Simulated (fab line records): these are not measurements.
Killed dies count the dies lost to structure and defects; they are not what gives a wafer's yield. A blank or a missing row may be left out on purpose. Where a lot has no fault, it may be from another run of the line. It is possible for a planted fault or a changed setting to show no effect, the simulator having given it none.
fab line records -- flow n5-finfet -- part 1 of 2: steps 1 to 25 of 32
record: lots: 5, wafers: 15, last-day: 17
route steps=1938 shown GATE_CUT@505 MOL_CONTACT_COAG@517
lots with no fault: from the same line, run without faults
start-h: hours from the record's first day to the start of the lot's first wafer shown -- wait-h: hours from the lot's prior step to this one -- " unchanged from the row above -- L1.1+2: several wafers, shown together as one row -- - no value, or no start was given -- * or withheld: withheld -- < > ~ a bound
route shown NAME@n: NAME is a module with steps in the file, n the number in the route of the first one -- usual: mean/standard deviation of fault-free wafers -- same: alike in all rows -- chamber/n: place in a boat -- sites: readings site by site -- _std_site: standard deviation across them -- _edge_site: outer sites' mean less inner sites' -- radius-mm: for every site, how far away it sits from the centre of the wafer -- mask NAME#n: copy n -- behind: the most recent tool/chamber to have shaped the wafer -- hold: the reason the lot was held/the length of the hold in hours/how it ended -- device: names the non-switching transistor (n, p or np) -- end of line: the same wafers' tests at the end of the route -- a step given without rows: its recipe and nothing more -- killed: not the wafer's yield, but the dies lost to structure and defects at the first sort -- map: shows each die of a wafer: x if killed, . if not, _ if none is there
set.NAME: the setting as run; set.NAME@STEP: as run at that earlier step -- model.NAME: the simulator's own value behind a step, which no gauge read
lots seen at some steps along the route; tables by step, rows by wafer
services: from which hour (start-h, from the record's first day; less than 0 if before it) a tool's chamber was out of use, for how many hours, and why
== steps ==
step: N5_GATE_CUT_VAPOR_ETCH_49
recipe: chemistry: BCl3/Cl2, target: TiAlC, mode: isotropic
usual: drypump-motor-current-A: 5.8/0.34, oes-product-au: 0.74/0.15
lot.wafer,tool,chamber,start-h,wait-h,drypump-motor-current-A,oes-product-au
L079.2,rie-metal-03,0,112.91,0.0,5.6,0.68
L079.3,rie-metal-03,1,112.91,0.0,5.6,0.68
L079.6,rie-metal-03,1,112.91,0.0,5.6,0.68
L081.2,rie-metal-03,1,125.83,0.0,5.6,0.68
L081.4,rie-metal-03,0,125.83,0.0,5.6,0.67
L081.5,rie-metal-03,1,125.83,0.0,5.6,0.67
L086.1,rie-metal-02,0,159.88,0.0,5.9,0.94
L086.2,rie-metal-02,1,159.88,0.0,5.5,0.62
L086.4,rie-metal-02,1,159.88,0.0,5.5,0.62
L087.1,rie-metal-03,1,164.60,0.0,5.6,0.67
L087.2,rie-metal-03,0,164.60,0.0,5.7,0.67
L087.6,rie-metal-03,0,164.60,0.0,5.6,0.66
L095.2,rie-metal-02,0,209.50,0.1,5.9,0.89
L095.4,rie-metal-02,0,209.50,0.1,5.9,0.89
L095.5,rie-metal-02,0,209.50,0.1,5.9,0.90
step: N5_GATE_CUT_VAPOR_ETCH_51
recipe: chemistry: BCl3/Cl2, target: HfO2, mode: isotropic
usual: drypump-motor-current-A: 5.8/0.33, oes-product-au: 0.74/0.14
lot.wafer,tool,chamber,start-h,wait-h,drypump-motor-current-A,oes-product-au
L079.2,rie-metal-03,0,112.94,0.0,5.7,0.68
L079.3,rie-metal-03,1,112.94,0.0,5.6,0.68
L079.6,rie-metal-03,1,112.94,0.0,5.6,0.68
L081.2,rie-metal-03,1,125.86,0.0,5.6,0.67
L081.4,rie-metal-03,0,125.86,0.0,5.6,0.68
L081.5,rie-metal-03,1,125.86,0.0,5.6,0.67
L086.1,rie-metal-02,0,159.91,0.0,5.9,0.94
L086.2,rie-metal-02,1,159.91,0.0,5.5,0.61
L086.4,rie-metal-02,1,159.91,0.0,5.5,0.61
L087.1,rie-metal-03,1,164.63,0.0,5.6,0.67
L087.2,rie-metal-03,0,164.63,0.0,5.6,0.67
L087.6,rie-metal-03,0,164.63,0.0,5.6,0.67
L095.2,rie-metal-02,0,209.56,0.1,5.9,0.90
L095.4,rie-metal-02,0,209.56,0.1,5.9,0.90
L095.5,rie-metal-02,0,209.56,0.1,5.9,0.90
step: N5_GATE_CUT_STRIP_21
recipe: chemistry: N2/H2, time-s: 30, power-w: 1000, temp-c: 250, pressure-mtorr: withheld, n2-flow-sccm: 1750, h2-flow-sccm: 3250
usual: drypump-motor-current-A: 5.8/0.51, heater-power-w: 350/9.8
same: time-s: 30
lot.wafer,tool,chamber,start-h,wait-h,drypump-motor-current-A,heater-power-w,rf-hours-counter-h
L079.2,plasma-asher-02,1,112.99,0.0,5.2,361,43
L079.3,plasma-asher-02,0,112.99,0.0,5.2,363,-
L079.6,plasma-asher-02,1,112.99,0.0,5.2,366,-
L081.2,plasma-asher-02,1,125.91,0.0,5.2,359,45
L081.4,plasma-asher-02,0,125.91,0.0,5.2,359,-
L081.5,plasma-asher-02,0,125.91,0.0,5.2,356,-
L086.1,plasma-asher-01,1,159.96,0.0,6.0,349,107
L086.2,plasma-asher-01,0,159.96,0.0,6.4,332,107
L086.4,plasma-asher-01,1,159.96,0.0,6.0,358,-
L087.1,plasma-asher-01,0,164.69,0.0,6.5,334,108
L087.2,plasma-asher-01,1,164.69,0.0,6.0,359,108
L087.6,plasma-asher-01,0,164.69,0.0,6.4,336,-
L095.2,plasma-asher-02,1,209.63,0.1,5.2,363,61
L095.4,plasma-asher-02,1,209.63,0.1,5.2,354,-
L095.5,plasma-asher-02,1,209.63,0.1,5.2,351,-
step: N5_GATE_CUT_STRIP_29
recipe: chemistry: post-etch-residue-remover, time-s: 60, temp-c: 25, remover-ph: withheld, remover-water-wt-pct: withheld, remover-fluoride-wt-pct: withheld
same: time-s: 60
lot.wafer,tool,chamber,start-h,wait-h
L079.2+3+6,wet-bench-04,"2,4,1",113.08,0.1
L081.2+4+5,wet-bench-02,"0,5,4",126.00,0.1
L086.1+2+4,wet-bench-02,"4,2,3",160.05,0.1
L087.1+2+6,wet-bench-04,"7,1,6",164.78,0.1
L095.2+4+5,wet-bench-04,"2,0,1",209.72,0.1
step: N5_GATE_CUT_SRD_52
recipe: dry: ipa-marangoni, time-s: 30, temp-c: 23, rinse-liquid: diw
same: time-s: 30
lot.wafer,tool,chamber,start-h,wait-h
L079.2+3+6,wet-bench-04,"2,4,1",113.10,0.0
L081.2+4+5,wet-bench-02,"0,5,4",126.01,0.0
L086.1+2+4,wet-bench-02,"4,2,3",160.07,0.0
L087.1+2+6,wet-bench-04,"7,1,6",164.80,0.0
L095.2+4+5,wet-bench-04,"2,0,1",209.74,0.0
step: N5_GATE_CUT_ALD_22
recipe: material: SiNx, target-thk-a: 160, temp-c: 400, ald-precursor-family: SiH2I2, ald-co-reactant: N2/H2-plasma, pulse-time-s: 1, ald-cycles: 320, purge-time-s: 2, co-reactant-purge-time-s: 2, pressure-torr: 2
usual: heater-power-w: 815/120, precursor-pulse-height-rel: 1.002/0.02
same: ald-cycles: 320
lot.wafer,tool,chamber,start-h,wait-h,heater-power-w,precursor-pulse-height-rel
L079.2,ald-sin-01,1,113.22,0.1,907,0.966
L079.3,ald-sin-01,3,113.22,0.1,865,1.034
L079.6,ald-sin-01,1,113.22,0.1,872,1.053
L081.2,ald-sin-01,0,126.06,0.0,799,0.977
L081.4,ald-sin-01,2,126.06,0.0,775,1.015
L081.5,ald-sin-01,3,126.06,0.0,864,0.962
L086.1,ald-sin-04,3,160.12,0.0,782,1.016
L086.2,ald-sin-04,2,160.12,0.0,965,0.976
L086.4,ald-sin-04,1,160.12,0.0,902,1.003
L087.1,ald-sin-03,3,164.85,0.0,830,0.977
L087.2,ald-sin-03,0,164.85,0.0,1028,0.992
L087.6,ald-sin-03,2,164.85,0.0,681,1.011
L095.2,ald-sin-03,2,209.79,0.0,703,0.994
L095.4,ald-sin-03,0,209.79,0.0,1046,0.994
L095.5,ald-sin-03,2,209.79,0.0,690,1.017
step: N5_GATE_CUT_CMP_23
recipe: stop-on: SiO2, t-overpolish-s: 23.4, post-cmp-clean: alkaline-brush, down-force-psi: 2.5, platen-rpm: 51.8, pad-velocity-m-s: 1.0307, target-thk-nm: 16
usual: motor-current-A: 8.7/0.7, overpolish-run-s: 23.400/0.0094, time-to-endpoint-s: 20.5/2.8
lot.wafer,tool,chamber,start-h,wait-h,motor-current-A,overpolish-run-s,time-to-endpoint-s
L079.2,cmp-02,0,114.71,0.8,8.6,23.397,24.1
L079.3,cmp-02,2,114.71,0.8,9.1,23.396,25.6
L079.6,cmp-02,0,114.71,0.8,9.1,23.397,23.1
L081.4,cmp-04,3,127.55,0.8,6.8,23.398,16.3
L081.2,cmp-04,1,127.55,0.8,8.6,23.397,16.6
L081.5,cmp-04,0,127.55,0.8,8.1,23.394,18.6
L086.1,cmp-01,2,161.61,0.8,9.7,23.409,19.2
L086.2,cmp-01,0,161.61,0.8,8.2,23.417,18.6
L086.4,cmp-01,1,161.61,0.8,9.0,23.421,22.7
L087.2,cmp-01,0,166.51,0.9,7.9,23.399,14.8
L087.1,cmp-01,2,166.51,0.9,8.9,23.392,17.1
L087.6,cmp-01,1,166.51,0.9,8.6,23.380,21.5
L095.4,cmp-02,2,211.31,0.8,9.3,23.405,24.2
L095.2,cmp-02,3,211.31,0.8,8.1,23.394,20.8
L095.5,cmp-02,2,211.31,0.8,9.8,23.415,23.6
step: N5_GATE_CUT_THK_MEAS_24
recipe: reads: SiO2_of_GATE_CUT_HM_DEP_46+SiO2_flowable_of_ILD0_FCVD_FILL_01
usual: GC_FILL_THK: 219.8/1.8
lot.wafer,tool,chamber,start-h,wait-h,GC_FILL_THK[nm]
L079.2,film-metro-02,-,115.01,-,217.8
L079.3,film-metro-02,-,115.01,-,219.5
L079.6,film-metro-02,-,115.01,-,222.1
L081.2,film-metro-02,-,127.85,-,217.7
L081.4,film-metro-02,-,127.85,-,220.1
L081.5,film-metro-02,-,127.85,-,219.9
L086.1,film-metro-01,-,161.90,-,218.9
L086.2,film-metro-01,-,161.90,-,218.8
L086.4,film-metro-01,-,161.90,-,222.7
L087.1,film-metro-02,-,166.80,-,217.0
L087.2,film-metro-02,-,166.80,-,218.6
L087.6,film-metro-02,-,166.80,-,221.6
L095.2,film-metro-01,-,211.57,-,220.5
L095.4,film-metro-01,-,211.57,-,221.0
L095.5,film-metro-01,-,211.57,-,218.7
step: N5_GATE_CUT_CMP_43
recipe: material: SiO2, post-cmp-clean: rinse-only
usual: motor-current-A: 11.5/0.81
lot.wafer,tool,chamber,start-h,wait-h,motor-current-A
L079.3,cmp-04,2,115.03,0.0,11.3
L079.2,cmp-04,1,115.03,0.0,12.0
L079.6,cmp-04,3,115.03,0.0,9.6
L081.2,cmp-01,2,127.96,0.1,12.0
L081.4,cmp-01,3,127.96,0.1,11.5
L081.5,cmp-01,2,127.96,0.1,11.8
L086.4,cmp-01,1,161.93,0.0,11.4
L086.2,cmp-01,3,161.93,0.0,11.1
L086.1,cmp-01,0,161.93,0.0,11.1
L087.1,cmp-01,0,166.91,0.1,11.2
L087.2,cmp-01,2,166.91,0.1,12.4
L087.6,cmp-01,0,166.91,0.1,10.5
L095.4,cmp-04,3,211.77,0.2,9.6
L095.2,cmp-04,0,211.77,0.2,11.2
L095.5,cmp-04,1,211.77,0.2,11.1
step: N5_GATE_CUT_CMP_61
recipe: stop-on: SiNx, t-overpolish-s: 3, post-cmp-clean: alkaline-brush, down-force-psi: 4, platen-rpm: 27.09, pad-velocity-m-s: 0.539
usual: motor-current-A: 11.5/0.82
lot.wafer,tool,chamber,start-h,wait-h,motor-current-A
L079.3,cmp-04,2,115.51,0.4,11.7
L079.2,cmp-04,1,115.51,0.4,12.2
L079.6,cmp-04,3,115.51,0.4,9.6
L081.2,cmp-01,2,128.42,0.4,12.4
L081.4,cmp-01,3,128.42,0.4,11.6
L081.5,cmp-01,2,128.42,0.4,12.3
L086.4,cmp-01,1,162.41,0.4,11.3
L086.2,cmp-01,3,162.41,0.4,11.5
L086.1,cmp-01,0,162.41,0.4,10.8
L087.1,cmp-01,0,167.34,0.3,11.0
L087.2,cmp-01,2,167.34,0.3,12.6
L087.6,cmp-01,0,167.34,0.3,10.9
L095.4,cmp-04,3,212.15,0.3,9.7
L095.2,cmp-04,0,212.15,0.3,11.2
L095.5,cmp-04,1,212.15,0.3,11.6
step: N5_GATE_CUT_INSPECT_26
recipe: inspect-instrument: darkfield, mode: post-cmp
usual: raw-defect-count: 39/20
lot.wafer,tool,chamber,start-h,wait-h,raw-defect-count
L079.2,defect-inspect-02,-,115.75,0.0,34
L079.3,defect-inspect-02,-,115.75,0.0,25
L079.6,defect-inspect-02,-,115.75,0.0,32
L081.2,defect-inspect-01,-,128.62,0.0,24
L081.4,defect-inspect-01,-,128.62,0.0,31
L081.5,defect-inspect-01,-,128.62,0.0,22
L086.1,defect-inspect-01,-,162.64,0.0,67
L086.2,defect-inspect-01,-,162.64,0.0,29
L086.4,defect-inspect-01,-,162.64,0.0,62
L087.1,defect-inspect-02,-,167.54,0.0,46
L087.2,defect-inspect-02,-,167.54,0.0,62
L087.6,defect-inspect-02,-,167.54,0.0,49
L095.2,defect-inspect-02,-,212.32,0.0,20
L095.4,defect-inspect-02,-,212.32,0.0,18
L095.5,defect-inspect-02,-,212.32,0.0,80
step: N5_MOL_CONTACT_COAG_COAT_103
recipe: resist: SOC, temp-c: 250, time-s: 60, spin-rpm: 1500, resist-thk-nm: 80
same: time-s: 60
lot.wafer,tool,chamber,start-h,wait-h
L079.2+3+6,litho-track-02,0,115.78,0.0
L081.2+4+5,litho-track-02,0,128.66,0.0
L086.1+2+4,litho-track-02,0,162.67,0.0
L087.1+2+6,litho-track-05,0,167.58,0.0
L095.2+4+5,litho-track-05,0,212.35,0.0
step: N5_MOL_CONTACT_COAG_COAT_104
recipe: resist: SiARC, temp-c: 220, time-s: 60, spin-rpm: 1500, resist-thk-nm: 12
same: time-s: 60
lot.wafer,tool,chamber,start-h,wait-h
L079.2+3+6,litho-track-02,0,-,-
L081.2+4+5,litho-track-02,0,-,-
L086.1+2+4,litho-track-02,0,-,-
L087.1+2+6,litho-track-05,0,-,-
L095.2+4+5,litho-track-05,0,-,-
step: N5_MOL_CONTACT_COAG_COAT_58
recipe: resist: underlayer, temp-c: 205, time-s: 60, spin-rpm: 1500, resist-thk-nm: 10
same: time-s: 60
lot.wafer,tool,chamber,start-h,wait-h
L079.2+3+6,litho-track-02,0,-,-
L081.2+4+5,litho-track-02,0,-,-
L086.1+2+4,litho-track-02,0,-,-
L087.1+2+6,litho-track-05,0,-,-
L095.2+4+5,litho-track-05,0,-,-
step: N5_MOL_CONTACT_COAG_COAT_02
recipe: resist: CAR-EUV, spin-rpm: 1500, resist-thk-nm: 30
lot.wafer,tool,chamber,start-h,wait-h
L079.2+3+6,litho-track-02,0,-,-
L081.2+4+5,litho-track-02,0,-,-
L086.1+2+4,litho-track-02,0,-,-
L087.1+2+6,litho-track-05,0,-,-
L095.2+4+5,litho-track-05,0,-,-
step: N5_MOL_CONTACT_COAG_EBR_04
recipe: solvent: PGMEA, ebr-width-mm: 1.5
lot.wafer,tool,chamber,start-h,wait-h
L079.2+3+6,litho-track-02,0,-,-
L081.2+4+5,litho-track-02,0,-,-
L086.1+2+4,litho-track-02,0,-,-
L087.1+2+6,litho-track-05,0,-,-
L095.2+4+5,litho-track-05,0,-,-
step: N5_MOL_CONTACT_COAG_SOFTBAKE_03
recipe: temp-c: 110, time-s: 60, resist: CAR-EUV
same: time-s: 60
lot.wafer,tool,chamber,start-h,wait-h
L079.2+3+6,litho-track-02,0,-,-
L081.2+4+5,litho-track-02,0,-,-
L086.1+2+4,litho-track-02,0,-,-
L087.1+2+6,litho-track-05,0,-,-
L095.2+4+5,litho-track-05,0,-,-
step: N5_MOL_CONTACT_COAG_EXPOSE_05
recipe: mask-id: CA, na: 0.33, source-shape: annular, sigma-inner: 0.4, sigma-outer: 0.8, polarization: unpolarized, defocus-nm: 0, dose-mj: 38.25
usual: exposure-dose-mJ-cm2: 38.18/0.043
lot.wafer,tool,chamber,start-h,wait-h,mask,exposure-dose-mJ-cm2
L079.2,euv-scanner-01,0,115.92,-,CA#0,38.30
L079.3,euv-scanner-01,0,115.92,-,CA#0,38.19
L079.6,euv-scanner-01,0,115.92,-,CA#0,38.21
L081.2,euv-scanner-02,0,128.80,-,CA#0,38.23
L081.4,euv-scanner-02,0,128.80,-,CA#0,38.23
L081.5,euv-scanner-02,0,128.80,-,CA#0,38.15
L086.1,euv-scanner-01,0,162.94,-,CA#0,38.21
L086.2,euv-scanner-01,0,162.94,-,CA#0,38.15
L086.4,euv-scanner-01,0,162.94,-,CA#0,38.24
L087.1,euv-scanner-01,0,167.71,-,CA#0,38.18
L087.2,euv-scanner-01,0,167.71,-,CA#0,38.22
L087.6,euv-scanner-01,0,167.71,-,CA#0,38.20
L095.2,euv-scanner-01,0,212.50,-,CA#0,38.18
L095.4,euv-scanner-01,0,212.50,-,CA#0,38.14
L095.5,euv-scanner-01,0,212.50,-,CA#0,38.15
step: N5_MOL_CONTACT_COAG_PEB_06
recipe: peb-temp-c: 100, peb-time-s: 60, resist: CAR-EUV
lot.wafer,tool,chamber,start-h,wait-h
L079.2+3+6,litho-track-05,0,115.98,0.1
L081.2+4+5,litho-track-01,0,128.86,0.0
L086.1+2+4,litho-track-01,0,163.00,0.1
L087.1+2+6,litho-track-01,0,167.78,0.1
L095.2+4+5,litho-track-01,0,212.55,0.1
step: N5_MOL_CONTACT_COAG_DEVELOP_07
recipe: develop-time-s: 30, developer: TMAH, resist: CAR-EUV, rinse-liquid: surfactant-rinse, dry: air-spin, dev-temp-c: 23
lot.wafer,tool,chamber,start-h,wait-h
L079.2+3+6,litho-track-05,0,-,-
L081.2+4+5,litho-track-01,0,-,-
L086.1+2+4,litho-track-01,0,-,-
L087.1+2+6,litho-track-01,0,-,-
L095.2+4+5,litho-track-01,0,-,-
step: N5_MOL_CONTACT_COAG_CD_MEAS_08
recipe: target-cd-nm: 28, landing-energy-ev: 500, detector: se-inlens, polarity: opening
usual: cd-nm: 28.04/0.25
lot.wafer,tool,chamber,start-h,wait-h,cd-nm
L079.2,cd-sem-03,0,116.05,-,27.81
L079.3,cd-sem-03,0,116.05,-,27.99
L079.6,cd-sem-03,0,116.05,-,28.20
L081.2,cd-sem-02,0,128.92,-,27.99
L081.4,cd-sem-02,0,128.92,-,28.01
L081.5,cd-sem-02,0,128.92,-,27.73
L086.1,cd-sem-03,0,163.06,-,28.16
L086.2,cd-sem-03,0,163.06,-,27.62
L086.4,cd-sem-03,0,163.06,-,27.84
L087.1,cd-sem-02,0,167.84,-,27.83
L087.2,cd-sem-02,0,167.84,-,28.00
L087.6,cd-sem-02,0,167.84,-,28.13
L095.2,cd-sem-03,0,212.62,-,28.32
L095.4,cd-sem-03,0,212.62,-,28.41
L095.5,cd-sem-03,0,212.62,-,28.35
step: N5_MOL_CONTACT_COAG_OVL_MEAS_09
recipe: points-per-wafer: 522
usual: CA_OVL: 0.2/0.64
lot.wafer,tool,chamber,start-h,wait-h,CA_OVL[nm]
L079.2,overlay-02,0,116.08,0.0,0.3
L079.3,overlay-02,0,116.08,0.0,-0.3
L079.6,overlay-02,0,116.08,0.0,0.5
L081.2,overlay-01,0,128.96,0.0,0.0
L081.4,overlay-01,0,128.96,0.0,0.6
L081.5,overlay-01,0,128.96,0.0,-0.3
L086.1,overlay-01,0,163.10,0.0,-0.2
L086.2,overlay-01,0,163.10,0.0,0.7
L086.4,overlay-01,0,163.10,0.0,0.9
L087.1,overlay-02,0,167.87,0.0,0.2
L087.2,overlay-02,0,167.87,0.0,-1.0
L087.6,overlay-02,0,167.87,0.0,0.6
L095.2,overlay-02,0,212.66,0.0,0.0
L095.4,overlay-02,0,212.66,0.0,-0.3
L095.5,overlay-02,0,212.66,0.0,-0.8
step: N5_MOL_CONTACT_COAG_INSPECT_10
recipe: mode: adi, inspect-instrument: brightfield
usual: raw-defect-count: 72/34
lot.wafer,tool,chamber,start-h,wait-h,raw-defect-count
L079.2,defect-inspect-02,-,116.14,0.0,64
L079.3,defect-inspect-02,-,116.14,0.0,55
L079.6,defect-inspect-02,-,116.14,0.0,63
L081.2,defect-inspect-01,-,129.01,0.0,37
L081.4,defect-inspect-01,-,129.01,0.0,42
L081.5,defect-inspect-01,-,129.01,0.0,35
L086.1,defect-inspect-01,-,163.15,0.1,108
L086.2,defect-inspect-01,-,163.15,0.1,44
L086.4,defect-inspect-01,-,163.15,0.1,95
L087.1,defect-inspect-02,-,167.93,0.1,93
L087.2,defect-inspect-02,-,167.93,0.1,107
L087.6,defect-inspect-02,-,167.93,0.1,96
L095.2,defect-inspect-02,-,212.71,0.0,30
L095.4,defect-inspect-02,-,212.71,0.0,36
L095.5,defect-inspect-02,-,212.71,0.0,121
step: N5_MOL_CONTACT_COAG_DESCUM_13
recipe: chemistry: O2, time-s: 7, source-power-w: 50, bias-power-w: 20, pressure-mtorr: 20, rf-frequency-hz: 2.712e+07, temp-c: 40, resist: CAR-EUV, o2-flow-sccm: 225
usual: drypump-motor-current-A: 5.7/0.31, oes-product-au: 0.75/0.067, rf-vpp-V: 243.5/1.3, showerhead-plenum-p-Torr: 2.10/0.082, throttle-valve-pct: 20.46/0.22
same: time-s: 7
lot.wafer,tool,chamber,start-h,wait-h,drypump-motor-current-A,oes-product-au,rf-hours-counter-h,rf-vpp-V,showerhead-plenum-p-Torr,throttle-valve-pct
L079.2,rie-diel-03,2,116.17,0.0,6.2,0.72,201,242.4,2.07,20.21
L079.3,rie-diel-03,1,116.17,0.0,5.3,0.71,168,246.2,2.17,20.37
L079.6,rie-diel-03,3,116.17,0.0,5.9,0.89,-,246.3,2.25,20.41
L081.2,rie-diel-02,2,129.04,0.0,5.4,0.73,205,243.2,2.06,20.21
L081.4,rie-diel-02,0,129.04,0.0,5.6,0.70,199,243.4,2.09,20.39
L081.5,rie-diel-02,1,129.04,0.0,5.9,0.72,-,244.2,2.16,20.63
L086.1,rie-diel-06,0,163.19,0.0,5.8,0.73,170,245.1,2.17,20.54
L086.2,rie-diel-06,3,163.19,0.0,5.3,0.76,160,241.4,2.00,20.18
L086.4,rie-diel-06,1,163.19,0.0,5.4,0.73,198,244.3,2.09,20.80
L087.1,rie-diel-06,3,167.97,0.0,5.3,0.76,162,241.2,2.00,20.18
L087.2,rie-diel-06,0,167.97,0.0,5.8,0.72,172,245.4,2.17,20.52
L087.6,rie-diel-06,1,167.97,0.0,5.5,0.74,-,243.0,2.09,20.82
L095.2,rie-diel-02,0,212.75,0.0,5.6,0.68,227,242.8,2.08,20.44
L095.4,rie-diel-02,3,212.75,0.0,5.6,0.73,219,243.6,2.07,20.91
L095.5,rie-diel-02,2,212.75,0.0,5.4,0.71,-,242.5,2.04,20.27
step: N5_MOL_CONTACT_COAG_ETCH_59
recipe: chemistry: N2/H2, target: underlayer, target-depth-a: 130, mask-material: CAR-EUV, time-s: 10.4, ion-energy-ev: 200, pressure-mtorr: 30, source-w: 840, bias-w: 150, n2-flow-sccm: 200, h2-flow-sccm: 200, ends: cleared
usual: drypump-motor-current-A: 5.7/0.31, etch-rf-on-time-s: 10.39/0.22, oes-product-au: 0.64/0.055, rf-vpp-V: 524.2/2.8, showerhead-plenum-p-Torr: 2.56/0.093, throttle-valve-pct: 17.94/0.21
lot.wafer,tool,chamber,start-h,wait-h,drypump-motor-current-A,etch-rf-on-time-s,oes-product-au,rf-hours-counter-h,rf-vpp-V,showerhead-plenum-p-Torr,throttle-valve-pct
L079.2,rie-diel-03,2,116.20,0.0,6.1,10.51,0.62,201,523.7,2.52,17.83
L079.3,rie-diel-03,1,116.20,0.0,5.3,10.14,0.62,168,526.0,2.64,17.88
L079.6,rie-diel-03,3,116.20,0.0,5.9,10.63,0.75,-,528.7,2.70,17.74
L081.2,rie-diel-02,2,129.08,0.0,5.4,10.20,0.62,205,523.3,2.53,17.81
L081.4,rie-diel-02,0,129.08,0.0,5.6,10.91,0.59,199,523.7,2.51,17.69
L081.5,rie-diel-02,1,129.08,0.0,5.9,10.47,0.62,-,526.3,2.63,18.15
L086.1,rie-diel-06,0,163.22,0.0,5.8,10.33,0.63,170,526.4,2.65,18.02
L086.2,rie-diel-06,3,163.22,0.0,5.3,10.18,0.64,160,520.1,2.43,17.61
L086.4,rie-diel-06,1,163.22,0.0,5.4,10.41,0.63,198,522.7,2.53,18.22
L087.1,rie-diel-06,3,168.00,0.0,5.2,10.40,0.63,162,521.1,2.43,17.62
L087.2,rie-diel-06,0,168.00,0.0,5.8,10.16,0.64,172,528.4,2.65,18.03
L087.6,rie-diel-06,1,168.00,0.0,5.5,10.51,0.62,-,524.0,2.53,18.21
L095.2,rie-diel-02,0,212.79,0.0,5.6,11.01,0.57,227,521.6,2.50,17.73
L095.4,rie-diel-02,3,212.79,0.0,5.6,10.14,0.62,219,523.8,2.50,18.29
L095.5,rie-diel-02,2,212.79,0.0,5.4,10.03,0.61,-,524.4,2.51,17.87
